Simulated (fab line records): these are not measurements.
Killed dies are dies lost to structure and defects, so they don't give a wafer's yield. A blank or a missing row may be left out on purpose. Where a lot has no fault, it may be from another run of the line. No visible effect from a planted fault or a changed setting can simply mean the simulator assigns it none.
Split-lot experiment | flow n5Finfet | 21 wafers read across 7 lots, on a route 1938 steps long

== THE SPLIT ==
At N5_BEOL_M8_TRENCH_ETCH_37 (etches SiCOH lowk in C4F6/O2, target depth 93.478 nm, time 31.2 s), the setting biasW was moved away from the recipe's 185 W on 5 of the 21 wafers read, by -17.6% to +11.9%. For the rest of the wafers, this setting stayed at what the recipe calls for.

The reading comes from the split's own step.

== THE READING ==
rfVppV, in V, at N5_BEOL_M8_TRENCH_ETCH_37 (etches SiCOH lowk in C4F6/O2, target depth 93.478 nm, time 31.2 s). Fault-free wafers of this fab line usually give 667 V, standard deviation 7.8 V.

wafer  | tool, chamber at the split | biasW as run, W | against the recipe | rfVppV, V | against lot-mates on the recipe
L075.1 | rieDiel-04, 1              | 185             | recipe             | 656       | -
L075.2 | rieDiel-04, 0              | 185             | recipe             | 663       | -
L075.3 | rieDiel-04, 2              | 185             | recipe             | 674       | -
L076.1 | rieDiel-01, 0              | 185             | recipe             | 676       | -
L076.4 | rieDiel-01, 1              | 185             | recipe             | 665       | -
L076.5 | rieDiel-01, 2              | 185             | recipe             | 661       | -
L085.1 | rieDiel-01, 1              | 185             | recipe             | 667       | -
L085.3 | rieDiel-01, 3              | 185             | recipe             | 669       | -
L085.6 | rieDiel-01, 3              | 185             | recipe             | 669       | -
L087.1 | rieDiel-01, 3              | 185             | recipe             | 669       | -
L087.2 | rieDiel-01, 1              | 185             | recipe             | 665       | -
L087.3 | rieDiel-01, 2              | 200.2           | +8.2%              | 704       | +37
L089.4 | rieDiel-04, 2              | 152.4           | -17.6%             | 576       | -98
L089.5 | rieDiel-04, 2              | 185             | recipe             | 671       | -
L089.6 | rieDiel-04, 3              | 185             | recipe             | 677       | -
L090.1 | rieDiel-06, 3              | 185             | recipe             | 661       | -
L090.2 | rieDiel-06, 0              | 207.1           | +11.9%             | 713       | +52
L090.5 | rieDiel-06, 1              | 207.1           | +11.9%             | 741       | +80
L091.3 | rieDiel-06, 2              | 205.1           | +10.9%             | 729       | +62
L091.4 | rieDiel-06, 3              | 185             | recipe             | 661       | -
L091.5 | rieDiel-06, 2              | 185             | recipe             | 672       | -

THE FIT
A straight line over all 21 wafers: rfVppV changes by +5.13 V for each +1% of biasW; r = +0.98; the points scatter about the line by 7.2 V.
The same after taking each lot's own level away (the mean of its wafers on the recipe; 21 wafers): +5.49 V for each +1%; r = +0.98; scatter 6.7 V.
That fit puts the effect of the largest move of biasW on the reading at 97 V.
Across the lots, their own levels run from 661.0 to 674.0 V, a range of 1.7 times the standard deviation given above.
The two slopes are in agreement: the lot-to-lot level therefore moves the slope only a little.
Check: -96.1 V against its lot-mates is what the line predicts for one of the wafers moved furthest among these (-17.6%) when that wafer is left out of the fit. Against them it came out at -98 V.
Tool readings at the split's step, against how far the setting was moved: rfVppV r = +0.98.

== ADDITIONAL SPLITS CARRIED BY THESE WAFERS ==
Note: prior to the reading, these wafers also went through further splits. Each is held against what the fit with the lots' levels taken away leaves over:
other split on the same wafers  | wafers away from the commonest value | r with rfVppV (lot level and that fit taken away)
N5_BEOL_M2_EXPOSE_25 doseMj     | 2                                    | +0.05
N5_BEOL_M3_DESCUM_33 timeS      | 9                                    | +0.00
N5_BEOL_M3_VIA_ETCH_34 biasW    | 6                                    | +0.11
N5_BEOL_M5_COAT_66 spinRpm      | 7                                    | -0.18
N5_BEOL_M5_COAT_74 tempC        | 8                                    | +0.22
N5_BEOL_M6_HM_DEP_02 targetThkA | 6                                    | -0.12
N5_BEOL_M7_COAT_63 spinRpm      | 7                                    | +0.19
N5_BEOL_M7_COAT_64 spinRpm      | 11                                   | +0.10
N5_BEOL_M8_ETCH_61 biasW        | 5                                    | -0.14

== FILE'S OWN FIT ==
rfVppV changes by +5.47 V for each +1% of biasW, r = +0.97.
